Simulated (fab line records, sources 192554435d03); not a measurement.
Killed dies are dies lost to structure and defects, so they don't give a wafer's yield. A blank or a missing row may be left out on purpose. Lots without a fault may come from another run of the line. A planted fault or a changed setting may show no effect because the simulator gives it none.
Chamber matching | flow n5_finfet | N5_BEOL_M12_ILD_DEP_00 on pecvd-02: 3 sister chambers
The step deposits SiOC from DEMS/O2, target thk 658.92 nm, time 130.7 s. 14 wafers are shown with their chamber, then 7 later ones without.

WAFERS WITH THEIR CHAMBER
wafer  | chamber | throttle_valve_pct (%) | heater_power_w (W) | showerhead_plenum_p_Torr (Torr)
L074.1 | 1       | 13.1                   | 417                | 5.707
L074.2 | 2       | 11.6                   | 455                | 5.691
L074.3 | 0       | 11.8                   | 609                | 5.710
L076.1 | 2       | 11.8                   | 453                | 5.687
L076.4 | 0       | 11.8                   | 725                | 5.704
L076.5 | 1       | 12.6                   | 423                | 5.689
L088.2 | 2       | 11.7                   | 459                | 5.692
L088.3 | 0       | 11.8                   | 712                | 5.714
L088.5 | 2       | 12.0                   | 378                | 5.692
L092.1 | 2       | 11.8                   | 461                | 5.695
L092.2 | 1       | 12.9                   | 413                | 5.682
L092.4 | 1       | 13.1                   | 414                | 5.695
L091.1 | 1       | 13.0                   | 354                | 5.704
L091.3 | 2       | 11.7                   | 420                | 5.683

SIGNATURES (means of the wafers above)
reading                  | chamber 0 | chamber 1 | chamber 2 | scatter within a chamber
throttle_valve_pct       | 11.800    | 12.940    | 11.767    | 0.155
heater_power_w           | 682.00    | 404.20    | 437.67    | 39
showerhead_plenum_p_Torr | 5.70933   | 5.69540   | 5.69000   | 0.00721
Rule: a wafer's distance from a chamber is the root of the sum, over the readings, of the square of ((its reading less the chamber's mean) divided by the reading's scatter). The wafer belongs to the nearest chamber; if the next one is less than 2 further off, it can't be placed. The scatter: the root of (the sum of the squares of (reading less its chamber's mean) over the shown wafers, divided by (wafers less chambers)).

WAFERS WITHOUT THEIR CHAMBER
wafer  | throttle_valve_pct (%) | heater_power_w (W) | showerhead_plenum_p_Torr (Torr)
L091.6 | 12.7                   | 387                | 5.700
L095.1 | 12.0                   | 428                | 5.687
L095.2 | 12.7                   | 376                | 5.700
L095.4 | 12.6                   | 401                | 5.709
L096.4 | 13.0                   | 339                | 5.691
L096.5 | 11.8                   | 444                | 5.695
L096.6 | 11.8                   | 643                | 5.695

WHICH CHAMBER EACH WENT THROUGH
wafer  | from the rows above | in truth
L091.6 | 1                   | 1
L095.1 | 2                   | 2
L095.2 | 1                   | 1
L095.4 | 1                   | 1
L096.4 | 1                   | 1
L096.5 | 2                   | 2
L096.6 | 0                   | 0
Placed correctly: 7 of 7. Can't be placed from these rows: 0. Placed wrongly: 0.
